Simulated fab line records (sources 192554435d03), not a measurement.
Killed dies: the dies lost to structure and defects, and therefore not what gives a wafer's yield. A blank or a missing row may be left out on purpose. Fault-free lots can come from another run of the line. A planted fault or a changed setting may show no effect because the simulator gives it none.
fab line records	flow n5-finfet
record lots=24	wafers=72	last-day=17
route steps=1938 shown BEOL_M3@1014 BEOL_M4@1035
lots that met no fault: taken from a fault-free run of the same line
start-h: start of the lot's first displayed wafer, in hours after the record's first day	wait-h: time in hours since the lot's previous step	" the same as in the row above	L1.1+2: a row that stands for several wafers	- no value present, or no start provided	* or withheld: withheld	< > ~ a bound
route shown NAME@n: names a module that has steps shown in the file, with the first one's number in the route	usual: the fault-free wafers' mean and standard deviation	same: alike in all rows	chamber/n: place in a boat	sites: readings site by site	_std_site: standard deviation of those values	_edge_site: mean of outer sites minus mean of inner sites	radius-mm: how far each site lies from the wafer's centre	mask NAME#n: copy n	behind: the tool/chamber that last shaped the wafer	hold: why the lot was held/for how many hours/how that ended	device: the transistor (n, p or np) that didn't switch	end of line: the same wafers' tests at the end of the route	for a step that has no rows: nothing shown but its recipe	killed: the dies lost at the first sort to structure and to defects; this is not the yield of the wafer	map: shows each die of a wafer: x if killed, . if not, _ if none is there
set.NAME: setting as actually run; set.NAME@STEP: the setting as run at that earlier step	model.NAME: the simulator's own value behind a step, which no gauge read
steps of the route over a sample of lots; a table a step, a row a wafer
services: from which hour (start-h, from the record's first day; less than 0 if before it) a tool's chamber was out of use, for how many hours, and why
## steps
# step N5_BEOL_M3_THK_MEAS_53
# recipe thk-meas-gauge=xrf	reads=Cu_of_BEOL_M3_ECD_50
# usual M3_THK=40.4/2
lot.wafer	tool	chamber	start-h	wait-h	M3_THK[nm]
L074.2	film-metro-01	-	156.61	-	38.8
L074.3	"	-	"	"	40.3
L074.4	"	-	"	"	39.9
L075.4	film-metro-02	-	159.00	-	45.2
L075.5	"	-	"	"	41.8
L075.6	"	-	"	"	42.1
L076.2	film-metro-01	-	165.12	-	41.0
L076.3	"	-	"	"	42.3
L076.6	"	-	"	"	42.7
L078.2	film-metro-01	-	173.71	-	37.0
L078.3	"	-	"	"	36.1
L078.4	"	-	"	"	41.3
L077.3	film-metro-01	-	175.02	-	38.5
L077.5	"	-	"	"	41.1
L077.6	"	-	"	"	43.6
L079.1	film-metro-02	-	181.14	-	40.9
L079.2	"	-	"	"	39.8
L079.6	"	-	"	"	40.0
L080.1	film-metro-01	-	185.42	-	37.8
L080.3	"	-	"	"	42.0
L080.4	"	-	"	"	41.5
L081.1	film-metro-01	-	189.71	-	43.0
L081.3	"	-	"	"	44.6
L081.6	"	-	"	"	44.4
L082.1	film-metro-01	-	197.65	-	38.6
L082.3	"	-	"	"	36.9
L082.4	"	-	"	"	39.4
L083.1	film-metro-02	-	207.66	-	37.6
L083.4	"	-	"	"	40.5
L083.5	"	-	"	"	44.6
L084.2	film-metro-01	-	211.79	-	39.7
L084.3	"	-	"	"	40.9
L084.6	"	-	"	"	43.2
L085.2	film-metro-01	-	215.32	-	41.2
L085.4	"	-	"	"	40.3
L085.5	"	-	"	"	39.6
L086.2	film-metro-02	-	221.66	-	40.3
L086.3	"	-	"	"	41.6
L086.6	"	-	"	"	40.2
L087.3	film-metro-02	-	231.49	-	42.1
L087.5	"	-	"	"	37.5
L087.6	"	-	"	"	41.0
L089.1	film-metro-02	-	237.87	-	38.4
L089.2	"	-	"	"	38.6
L089.3	"	-	"	"	41.3
L088.1	film-metro-01	-	248.06	-	36.4
L088.5	"	-	"	"	40.9
L088.6	"	-	"	"	38.8
L090.1	film-metro-02	-	250.94	-	39.5
L090.3	"	-	"	"	43.8
L090.5	"	-	"	"	44.2
L091.2	film-metro-01	-	254.33	-	37.9
L091.5	"	-	"	"	39.4
L091.6	"	-	"	"	41.2
L093.2	film-metro-02	-	262.71	-	39.2
L093.3	"	-	"	"	38.3
L093.4	"	-	"	"	43.3
L092.1	film-metro-01	-	264.54	-	38.1
L092.2	"	-	"	"	40.5
L092.4	"	-	"	"	41.4
L094.3	film-metro-02	-	271.09	-	37.2
L094.4	"	-	"	"	41.4
L094.6	"	-	"	"	37.7
L095.2	film-metro-01	-	272.79	-	36.4
L095.5	"	-	"	"	37.6
L095.6	"	-	"	"	41.6
L096.4	film-metro-02	-	282.84	-	40.3
L096.5	"	-	"	"	40.1
L096.6	"	-	"	"	41.4
L097.2	film-metro-02	-	298.38	-	39.0
L097.4	"	-	"	"	40.8
L097.6	"	-	"	"	40.4
# step N5_BEOL_M4_OVL_MEAS_12
# recipe points-per-wafer=522
# usual M4_OVL=0.1/0.78
lot.wafer	tool	chamber	start-h	wait-h	M4_OVL[nm]
L074.2	overlay-02	0	158.83	0.0	-0.1
L074.3	"	0	"	"	0.6
L074.4	"	0	"	"	0.3
L075.4	overlay-01	0	159.94	0.0	-0.4
L075.5	"	0	"	"	-0.4
L075.6	"	0	"	"	-0.7
L076.2	overlay-02	0	166.22	0.0	0.4
L076.3	"	0	"	"	-0.5
L076.6	"	0	"	"	-0.2
L078.2	overlay-02	0	174.94	0.0	0.5
L078.3	"	0	"	"	0.0
L078.4	"	0	"	"	0.4
L077.3	overlay-02	0	179.63	0.0	-0.7
L077.5	"	0	"	"	0.2
L077.6	"	0	"	"	-0.7
L079.1	overlay-01	0	183.80	0.0	0.4
L079.2	"	0	"	"	0.8
L079.6	"	0	"	"	0.5
L080.1	overlay-01	0	186.84	0.0	0.9
L080.3	"	0	"	"	1.1
L080.4	"	0	"	"	1.6
L081.1	overlay-02	0	191.00	0.0	-0.4
L081.3	"	0	"	"	0.5
L081.6	"	0	"	"	1.7
L082.1	overlay-02	0	200.78	0.0	-1.1
L082.3	"	0	"	"	-1.5
L082.4	"	0	"	"	-0.3
L083.1	overlay-02	0	210.84	0.0	0.5
L083.4	"	0	"	"	-0.9
L083.5	"	0	"	"	0.0
L084.2	overlay-02	0	214.74	0.0	0.5
L084.3	"	0	"	"	0.6
L084.6	"	0	"	"	-0.4
L085.2	overlay-01	0	217.62	0.0	0.3
L085.4	"	0	"	"	0.6
L085.5	"	0	"	"	-0.2
L086.2	overlay-01	0	224.02	0.0	-0.2
L086.3	"	0	"	"	0.1
L086.6	"	0	"	"	0.2
L087.3	overlay-01	0	234.40	0.0	-1.3
L087.5	"	0	"	"	-0.9
L087.6	"	0	"	"	0.0
L089.1	overlay-01	0	239.71	0.0	0.5
L089.2	"	0	"	"	0.1
L089.3	"	0	"	"	1.0
L088.1	overlay-01	0	249.59	0.0	1.8
L088.5	"	0	"	"	1.7
L088.6	"	0	"	"	1.8
L090.1	overlay-02	0	251.86	0.0	0.5
L090.3	"	0	"	"	0.5
L090.5	"	0	"	"	-0.1
L091.2	overlay-02	0	256.69	0.0	0.2
L091.5	"	0	"	"	0.9
L091.6	"	0	"	"	0.1
L093.2	overlay-02	0	264.46	0.0	-0.5
L093.3	"	0	"	"	-0.6
L093.4	"	0	"	"	-0.4
L092.1	overlay-01	0	265.88	0.0	0.1
L092.2	"	0	"	"	-0.3
L092.4	"	0	"	"	0.1
L094.3	overlay-02	0	272.70	0.0	-0.8
L094.4	"	0	"	"	-1.3
L094.6	"	0	"	"	-1.1
L095.2	overlay-01	0	275.77	0.0	-0.7
L095.5	"	0	"	"	0.3
L095.6	"	0	"	"	-0.4
L096.4	overlay-02	0	286.09	0.0	0.8
L096.5	"	0	"	"	0.6
L096.6	"	0	"	"	0.8
L097.2	overlay-01	0	300.09	0.0	-0.4
L097.4	"	0	"	"	-0.3
L097.6	"	0	"	"	-0.3
# step N5_BEOL_M4_STRIP_66
# recipe chemistry=CF4	resist=SiARC	power-w=300	bias-power-w=75	pressure-mtorr=50	cf4-flow-sccm=150	rf-frequency-hz=6e+07
# usual chamber-pressure-mTorr=50.01/0.052	drypump-motor-current-A=5.7/0.48	oes-product-au=0.80/0.067	rf-vpp-V=270.8/1.2	showerhead-plenum-p-Torr=1.78/0.037	throttle-valve-pct=13.60/0.24
lot.wafer	tool	chamber	start-h	wait-h	chamber-pressure-mTorr	drypump-motor-current-A	oes-product-au	rf-hours-counter-h	rf-vpp-V	showerhead-plenum-p-Torr	throttle-valve-pct
L074.2	rie-diel-01	1	159.32	0.0	50.01	5.8	0.69	218	270.5	1.75	14.06
L074.3	"	2	"	"	49.96	5.3	0.75	130	272.2	1.85	13.56
L074.4	"	0	"	"	50.02	6.3	0.78	134	270.7	1.83	13.73
L075.4	rie-diel-04	1	160.23	0.0	50.02	5.5	0.85	45	271.7	1.80	13.47
L075.5	"	3	"	"	49.91	6.0	0.92	-	269.5	1.78	13.28
L075.6	"	0	"	"	50.00	5.9	0.77	-	271.0	1.74	13.52
L076.2	rie-diel-05	2	166.64	0.0	49.96	6.7	0.73	180	270.1	1.78	14.03
L076.3	"	1	"	"	49.99	5.8	0.85	47	269.5	1.74	13.45
L076.6	"	2	"	"	50.04	6.7	0.72	-	271.9	1.78	14.02
L078.2	rie-diel-01	0	175.23	0.0	49.95	6.3	0.77	139	270.1	1.83	13.73
L078.3	"	1	"	"	49.91	5.7	0.69	223	271.5	1.74	14.07
L078.4	"	3	"	"	49.97	6.0	0.80	97	272.7	1.82	13.69
L077.3	rie-diel-04	2	179.93	0.0	50.03	5.4	0.92	17	271.4	1.74	13.21
L077.5	"	1	"	"	49.92	5.4	0.84	-	272.2	1.80	13.48
L077.6	"	2	"	"	49.99	5.3	0.92	-	270.0	1.74	13.19
L079.1	rie-diel-04	3	184.48	0.0	50.08	6.1	0.92	25	270.2	1.77	13.28
L079.2	"	1	"	"	50.04	5.4	0.84	55	271.9	1.80	13.50
L079.6	"	0	"	"	50.01	5.9	0.77	-	269.9	1.73	13.52
L080.1	rie-diel-01	0	187.15	0.0	49.97	6.3	0.77	143	271.0	1.83	13.75
L080.3	"	1	"	"	50.00	5.8	0.69	225	272.1	1.74	14.08
L080.4	"	2	"	"	50.04	5.3	0.74	138	271.8	1.85	13.60
L081.1	rie-diel-01	0	191.46	0.0	49.98	6.3	0.77	144	272.7	1.83	13.75
L081.3	"	2	"	"	50.02	5.3	0.74	139	273.0	1.85	13.61
L081.6	"	0	"	"	50.05	6.3	0.77	-	270.3	1.83	13.72
L082.1	rie-diel-01	0	201.09	0.0	50.06	6.3	0.77	147	271.3	1.82	13.75
L082.3	"	2	"	"	49.95	5.3	0.74	143	274.8	1.85	13.61
L082.4	"	3	"	"	49.99	6.0	0.79	105	270.6	1.81	13.69
L083.1	rie-diel-04	1	211.15	0.0	50.05	5.4	0.83	64	272.8	1.80	13.51
L083.4	"	3	"	"	49.96	6.0	0.89	34	268.3	1.77	13.32
L083.5	"	3	"	"	50.08	6.0	0.90	-	269.8	1.77	13.33
L084.2	rie-diel-01	1	215.27	0.0	50.06	5.8	0.68	234	270.4	1.74	14.11
L084.3	"	0	"	"	50.12	6.3	0.77	151	272.1	1.82	13.75
L084.6	"	3	"	"	50.03	6.0	0.79	-	270.3	1.81	13.71
L085.2	rie-diel-05	1	217.93	0.0	50.08	5.8	0.83	66	270.2	1.74	13.48
L085.4	"	0	"	"	50.01	5.1	0.82	77	268.9	1.75	13.42
L085.5	"	0	"	"	49.91	5.1	0.83	-	270.1	1.75	13.40
L086.2	rie-diel-01	3	224.32	0.0	49.92	6.0	0.79	113	272.0	1.81	13.73
L086.3	"	0	"	"	49.95	6.3	0.75	154	270.5	1.82	13.76
L086.6	"	1	"	"	49.99	5.7	0.68	-	270.5	1.74	14.11
L087.3	rie-diel-04	3	235.01	0.0	49.94	6.0	0.88	41	269.7	1.77	13.33
L087.5	"	0	"	"	50.08	5.9	0.75	-	270.2	1.73	13.59
L087.6	"	1	"	"	49.97	5.4	0.82	-	270.4	1.80	13.52
L089.1	rie-diel-04	1	240.02	0.0	50.14	5.4	0.82	74	270.9	1.80	13.51
L089.2	"	0	"	"	50.01	5.9	0.75	146	270.1	1.73	13.60
L089.3	"	3	"	"	50.02	6.0	0.88	43	268.5	1.77	13.34
L088.1	rie-diel-05	1	249.91	0.0	50.00	5.8	0.81	76	268.5	1.73	13.49
L088.5	"	2	"	"	50.11	6.7	0.70	-	271.0	1.77	14.08
L088.6	"	3	"	"	50.02	5.0	0.87	-	270.4	1.77	13.50
L090.1	rie-diel-04	3	252.39	0.0	50.07	6.0	0.88	49	269.6	1.77	13.35
L090.3	"	0	"	"	49.99	5.9	0.75	152	268.6	1.73	13.60
L090.5	"	1	"	"	49.91	5.4	0.81	-	270.6	1.80	13.54
L091.2	rie-diel-04	0	257.00	0.0	49.99	5.9	0.75	154	269.6	1.73	13.60
L091.5	"	2	"	"	50.06	5.3	0.87	-	270.7	1.74	13.24
L091.6	"	3	"	"	49.96	6.0	0.87	-	268.9	1.77	13.35
L093.2	rie-diel-01	2	264.76	0.0	50.02	5.3	0.73	165	272.1	1.84	13.67
L093.3	"	0	"	"	49.99	6.3	0.75	169	271.5	1.82	13.79
L093.4	"	2	"	"	50.07	5.3	0.73	-	270.5	1.84	13.67
L092.1	rie-diel-05	0	266.19	0.0	50.10	5.1	0.81	95	269.0	1.75	13.45
L092.2	"	2	"	"	49.92	6.7	0.70	216	271.8	1.77	14.10
L092.4	"	1	"	"	49.97	5.8	0.81	81	270.5	1.73	13.51
L094.3	rie-diel-01	0	273.18	0.0	49.98	6.3	0.75	173	270.1	1.82	13.80
L094.4	"	2	"	"	50.02	5.3	0.73	-	271.1	1.84	13.66
L094.6	"	3	"	"	49.95	6.0	0.77	-	270.1	1.81	13.76
L095.2	rie-diel-05	1	276.07	0.0	50.07	5.8	0.81	85	270.1	1.73	13.51
L095.5	"	0	"	"	49.94	5.1	0.80	-	270.0	1.74	13.47
L095.6	"	3	"	"	49.95	5.0	0.86	-	271.7	1.77	13.54
L096.4	rie-diel-05	2	286.38	0.0	49.93	6.7	0.69	224	271.5	1.77	14.13
L096.5	"	3	"	"	49.96	5.0	0.85	-	270.0	1.77	13.53
L096.6	"	0	"	"	50.07	5.1	0.80	-	271.4	1.74	13.47
L097.2	rie-diel-04	1	300.40	0.0	49.96	5.4	0.79	99	271.9	1.79	13.61
L097.4	"	0	"	"	50.06	5.9	0.74	170	269.9	1.72	13.63
L097.6	"	1	"	"	50.06	5.4	0.79	-	270.1	1.79	13.59
# step N5_BEOL_M4_HM_OPEN_17
# recipe chemistry=Cl2/BCl3	target-depth-a=200	overetch-a=60	target=TiN	mask-material=SOC	ion-energy-ev=150	pressure-mtorr=10	icp-w=1000	bias-w=126	Cl2_flow_sccm=53.25	bcl3-flow-sccm=21.75	Ar_flow_sccm=25
# usual chamber-pressure-mTorr=9.999/0.01	drypump-motor-current-A=5.88/0.26	oes-product-au=0.67/0.049	throttle-valve-pct=22.24/0.2
lot.wafer	tool	chamber	start-h	wait-h	chamber-pressure-mTorr	drypump-motor-current-A	oes-product-au	rf-hours-counter-h	throttle-valve-pct
L074.2	rie-metal-03	0	159.36	0.0	9.990	5.78	0.70	21	22.21
L074.3	"	0	"	"	10.001	5.80	0.72	-	22.19
L074.4	"	1	"	"	10.015	5.56	0.70	-	22.20
L075.4	rie-metal-03	0	160.30	0.1	9.998	5.78	0.70	-	22.22
L075.5	"	0	"	"	10.011	5.77	0.70	-	22.22
L075.6	"	1	"	"	10.006	5.57	0.69	-	22.20
L076.2	rie-metal-01	0	166.68	0.0	10.025	6.32	0.73	14	22.30
L076.3	"	1	"	"	10.010	6.00	0.64	-	22.14
L076.6	"	0	"	"	10.000	6.30	0.73	-	22.31
L078.2	rie-metal-02	1	175.28	0.0	9.996	5.65	0.53	114	22.92
L078.3	"	0	"	"	10.015	6.08	0.64	-	21.99
L078.4	"	1	"	"	10.028	5.65	0.53	-	22.93
L077.3	rie-metal-03	0	180.00	0.1	9.987	5.79	0.70	-	22.23
L077.5	"	1	"	"	9.999	5.58	0.70	-	22.19
L077.6	"	0	"	"	9.997	5.79	0.71	-	22.22
L079.1	rie-metal-01	0	184.52	0.0	9.984	6.30	0.74	16	22.27
L079.2	"	1	"	"	9.994	6.01	0.66	48	22.09
L079.6	"	0	"	"	9.993	6.30	0.73	-	22.29
L080.1	rie-metal-03	0	187.19	0.0	10.012	5.79	0.70	23	22.22
L080.3	"	1	"	"	10.002	5.56	0.69	-	22.19
L080.4	"	0	"	"	10.011	5.79	0.70	-	22.22
L081.1	rie-metal-01	1	191.50	0.0	10.016	6.03	0.65	48	22.11
L081.3	"	0	"	"	9.995	6.32	0.71	-	22.30
L081.6	"	0	"	"	10.001	6.30	0.73	-	22.29
L082.1	rie-metal-01	1	201.13	0.0	9.983	6.05	0.65	49	22.10
L082.3	"	0	"	"	9.995	6.30	0.73	-	22.30
L082.4	"	1	"	"	10.009	6.04	0.64	-	22.13
L083.1	rie-metal-03	0	211.19	0.0	10.004	5.79	0.68	25	22.25
L083.4	"	0	"	"	10.006	5.77	0.70	-	22.21
L083.5	"	0	"	"	10.013	5.78	0.68	-	22.24
L084.2	rie-metal-03	0	215.31	0.0	9.998	5.81	0.70	25	22.23
L084.3	"	0	"	"	10.006	5.79	0.70	-	22.23
L084.6	"	0	"	"	10.010	5.81	0.69	-	22.26
L085.2	rie-metal-01	1	217.98	0.0	10.004	5.98	0.64	50	22.13
L085.4	"	1	"	"	9.987	5.99	0.64	-	22.12
L085.5	"	0	"	"	10.011	6.28	0.72	-	22.28
L086.2	rie-metal-01	0	224.36	0.0	10.010	6.32	0.73	19	22.28
L086.3	"	0	"	"	9.998	6.32	0.72	-	22.29
L086.6	"	1	"	"	9.980	6.02	0.65	-	22.09
L087.3	rie-metal-02	1	235.08	0.1	9.999	5.67	0.53	-	22.95
L087.5	"	0	"	"	10.020	6.06	0.62	-	22.04
L087.6	"	1	"	"	10.012	5.67	0.52	-	22.96
L089.1	rie-metal-02	1	240.06	0.0	10.000	5.66	0.51	120	22.95
L089.2	"	0	"	"	10.003	6.09	0.62	64	22.02
L089.3	"	0	"	"	9.992	6.11	0.63	-	22.05
L088.1	rie-metal-03	1	249.95	0.0	10.001	5.57	0.68	35	22.20
L088.5	"	0	"	"	9.988	5.77	0.68	-	22.24
L088.6	"	1	"	"	9.985	5.57	0.68	-	22.21
L090.1	rie-metal-01	0	252.43	0.0	9.988	6.30	0.72	21	22.31
L090.3	"	1	"	"	9.996	6.01	0.65	-	22.10
L090.5	"	0	"	"	9.996	6.31	0.72	-	22.30
L091.2	rie-metal-02	0	257.07	0.1	10.013	6.01	0.62	-	22.03
L091.5	"	0	"	"	10.002	6.05	0.62	-	22.05
L091.6	"	0	"	"	9.997	6.03	0.62	-	22.02
L093.2	rie-metal-03	1	264.80	0.0	9.996	5.57	0.68	36	22.20
L093.3	"	1	"	"	9.990	5.58	0.68	-	22.20
L093.4	"	0	"	"	9.990	5.76	0.69	-	22.23
L092.1	rie-metal-01	0	266.23	0.0	9.995	6.30	0.71	22	22.29
L092.2	"	1	"	"	10.001	6.03	0.64	54	22.09
L092.4	"	1	"	"	10.012	6.03	0.65	-	22.10
L094.3	rie-metal-03	1	273.25	0.1	10.001	5.58	0.68	-	22.20
L094.4	"	0	"	"	10.007	5.78	0.69	-	22.22
L094.6	"	0	"	"	10.001	5.78	0.68	-	22.23
L095.2	rie-metal-03	0	276.11	0.0	9.993	5.77	0.69	31	22.23
L095.5	"	0	"	"	9.984	5.74	0.68	-	22.24
L095.6	"	1	"	"	9.989	5.58	0.68	-	22.20
L096.4	rie-metal-03	0	286.45	0.1	10.005	5.79	0.67	-	22.24
L096.5	"	1	"	"	10.013	5.59	0.68	-	22.22
L096.6	"	0	"	"	9.989	5.82	0.67	-	22.24
L097.2	rie-metal-03	0	300.44	0.0	9.980	5.78	0.66	34	22.27
L097.4	"	0	"	"	10.011	5.81	0.66	-	22.24
L097.6	"	0	"	"	10.002	5.78	0.66	-	22.26
# step N5_BEOL_M4_SURFACE_TREAT_85
# recipe gas=Ar	time-s=*	ion-energy-ev=*	ion-current-ma-cm2=0.5	pressure-mtorr=*	ar-flow-sccm=30
# usual throttle-valve-pct=*
lot.wafer	tool	chamber	start-h	wait-h	throttle-valve-pct
L074.2	pvd-sputter-03	-	162.59	0.1	*
L074.3	"	-	"	"	*
L074.4	"	-	"	"	*
L075.4	pvd-sputter-03	-	165.59	0.2	*
L075.5	"	-	"	"	*
L075.6	"	-	"	"	*
L076.2	pvd-sputter-02	-	174.86	0.2	*
L076.3	"	-	"	"	*
L076.6	"	-	"	"	*
L078.2	pvd-sputter-02	-	180.87	0.2	*
L078.3	"	-	"	"	*
L078.4	"	-	"	"	*
L077.3	pvd-sputter-01	-	185.69	0.4	*
L077.5	"	-	"	"	*
L077.6	"	-	"	"	*
L079.1	pvd-sputter-03	-	187.10	0.1	*
L079.2	"	-	"	"	*
L079.6	"	-	"	"	*
L080.1	pvd-sputter-03	-	190.21	0.2	*
L080.3	"	-	"	"	*
L080.4	"	-	"	"	*
L081.1	pvd-sputter-03	-	197.46	0.3	*
L081.3	"	-	"	"	*
L081.6	"	-	"	"	*
L082.1	pvd-sputter-03	-	208.22	0.3	*
L082.3	"	-	"	"	*
L082.4	"	-	"	"	*
L083.1	pvd-sputter-03	-	215.24	0.1	*
L083.4	"	-	"	"	*
L083.5	"	-	"	"	*
L084.2	pvd-sputter-03	-	218.33	0.1	*
L084.3	"	-	"	"	*
L084.6	"	-	"	"	*
L085.2	pvd-sputter-01	-	224.36	0.1	*
L085.4	"	-	"	"	*
L085.5	"	-	"	"	*
L086.2	pvd-sputter-02	-	228.21	0.2	*
L086.3	"	-	"	"	*
L086.6	"	-	"	"	*
L087.3	pvd-sputter-03	-	242.92	0.1	*
L087.5	"	-	"	"	*
L087.6	"	-	"	"	*
L089.1	pvd-sputter-03	-	243.56	0.2	*
L089.2	"	-	"	"	*
L089.3	"	-	"	"	*
L088.1	pvd-sputter-02	-	253.98	0.1	*
L088.5	"	-	"	"	*
L088.6	"	-	"	"	*
L090.1	pvd-sputter-03	-	260.03	0.2	*
L090.3	"	-	"	"	*
L090.5	"	-	"	"	*
L091.2	pvd-sputter-01	-	263.02	0.2	*
L091.5	"	-	"	"	*
L091.6	"	-	"	"	*
L093.2	pvd-sputter-02	-	272.62	0.2	*
L093.3	"	-	"	"	*
L093.4	"	-	"	"	*
L092.1	pvd-sputter-02	-	278.23	0.4	*
L092.2	"	-	"	"	*
L092.4	"	-	"	"	*
L094.3	pvd-sputter-02	-	282.71	0.1	*
L094.4	"	-	"	"	*
L094.6	"	-	"	"	*
L095.2	pvd-sputter-01	-	282.78	0.1	*
L095.5	"	-	"	"	*
L095.6	"	-	"	"	*
L096.4	pvd-sputter-01	-	292.12	0.2	*
L096.5	"	-	"	"	*
L096.6	"	-	"	"	*
L097.2	pvd-sputter-02	-	307.60	0.1	*
L097.4	"	-	"	"	*
L097.6	"	-	"	"	*
# step N5_BEOL_M4_ANNEAL_51
# recipe temp-c=225	time-s=90	ambient=N2
# usual wafer_temp_C_max=226.07/0.26
lot.wafer	tool	chamber	start-h	wait-h	wafer_temp_C_max
L074.2	rtp-anneal-01	0	165.27	0.1	226.43
L074.3	"	0	"	"	226.08
L074.4	"	0	"	"	226.41
L075.4	rtp-anneal-02	0	167.92	0.2	225.99
L075.5	"	0	"	"	225.98
L075.6	"	0	"	"	226.45
L076.2	rtp-anneal-02	0	178.75	0.1	226.06
L076.3	"	0	"	"	225.99
L076.6	"	0	"	"	226.63
L078.2	rtp-anneal-02	0	183.09	0.1	226.32
L078.3	"	0	"	"	226.10
L078.4	"	0	"	"	225.75
L077.3	rtp-anneal-02	0	188.01	0.1	226.41
L077.5	"	0	"	"	226.15
L077.6	"	0	"	"	226.34
L079.1	rtp-anneal-01	0	189.31	0.1	226.01
L079.2	"	0	"	"	225.76
L079.6	"	0	"	"	226.12
L080.1	rtp-anneal-02	0	192.49	0.1	226.60
L080.3	"	0	"	"	225.82
L080.4	"	0	"	"	226.00
L081.1	rtp-anneal-02	0	199.95	0.1	226.29
L081.3	"	0	"	"	226.06
L081.6	"	0	"	"	225.77
L082.1	rtp-anneal-02	0	210.41	0.1	226.16
L082.3	"	0	"	"	226.63
L082.4	"	0	"	"	226.38
L083.1	rtp-anneal-01	0	217.52	0.1	226.29
L083.4	"	0	"	"	225.68
L083.5	"	0	"	"	225.87
L084.2	rtp-anneal-02	0	220.75	0.1	226.20
L084.3	"	0	"	"	226.00
L084.6	"	0	"	"	225.73
L085.2	rtp-anneal-01	0	226.63	0.1	226.15
L085.4	"	0	"	"	225.96
L085.5	"	0	"	"	225.87
L086.2	rtp-anneal-01	0	230.45	0.1	226.15
L086.3	"	0	"	"	226.16
L086.6	"	0	"	"	226.07
L087.3	rtp-anneal-01	0	245.29	0.1	225.95
L087.5	"	0	"	"	226.10
L087.6	"	0	"	"	226.03
L089.1	rtp-anneal-02	0	245.90	0.1	226.25
L089.2	"	0	"	"	226.56
L089.3	"	0	"	"	225.88
L088.1	rtp-anneal-01	0	256.37	0.1	225.70
L088.5	"	0	"	"	225.76
L088.6	"	0	"	"	225.54
L090.1	rtp-anneal-01	0	262.40	0.1	225.91
L090.3	"	0	"	"	225.86
L090.5	"	0	"	"	225.64
L091.2	rtp-anneal-02	0	265.31	0.1	226.47
L091.5	"	0	"	"	226.41
L091.6	"	0	"	"	225.83
L093.2	rtp-anneal-02	0	275.20	0.1	225.85
L093.3	"	0	"	"	226.17
L093.4	"	0	"	"	226.05
L092.1	rtp-anneal-01	0	280.43	0.1	226.06
L092.2	"	0	"	"	226.34
L092.4	"	0	"	"	226.02
L095.2	rtp-anneal-01	0	285.06	0.1	226.26
L095.5	"	0	"	"	226.02
L095.6	"	0	"	"	225.93
L094.3	rtp-anneal-01	0	287.18	0.3	226.06
L094.4	"	0	"	"	225.86
L094.6	"	0	"	"	225.82
L096.4	rtp-anneal-02	0	294.55	0.2	226.03
L096.5	"	0	"	"	225.97
L096.6	"	0	"	"	226.36
L097.2	rtp-anneal-02	0	309.83	0.1	225.74
L097.4	"	0	"	"	225.84
L097.6	"	0	"	"	225.77
## services
tool	chamber	start-h	hours	kind
rie-diel-04	-	148.85	0.1	repair
rie-diel-04	2	172.28	4.3	repair
rie-diel-05	0	185.05	3.2	repair
rie-diel-04	-	190.71	1.6	repair
rie-diel-05	1	230.89	5.4	repair
rie-diel-04	2	242.38	12.5	repair
rie-metal-02	1	252.48	-	clean
rie-metal-02	1	252.48	16.5	scheduled-down
rie-metal-02	1	252.48	16.5	vent-cycle
rie-diel-01	1	260.23	-	clean
rie-diel-01	1	260.23	-	consumable-replace:esc
rie-diel-01	1	260.23	-	consumable-replace:focus-ring
rie-metal-02	0	288.25	18.7	repair
rie-diel-05	2	298.44	8.7	repair
## key
fault none
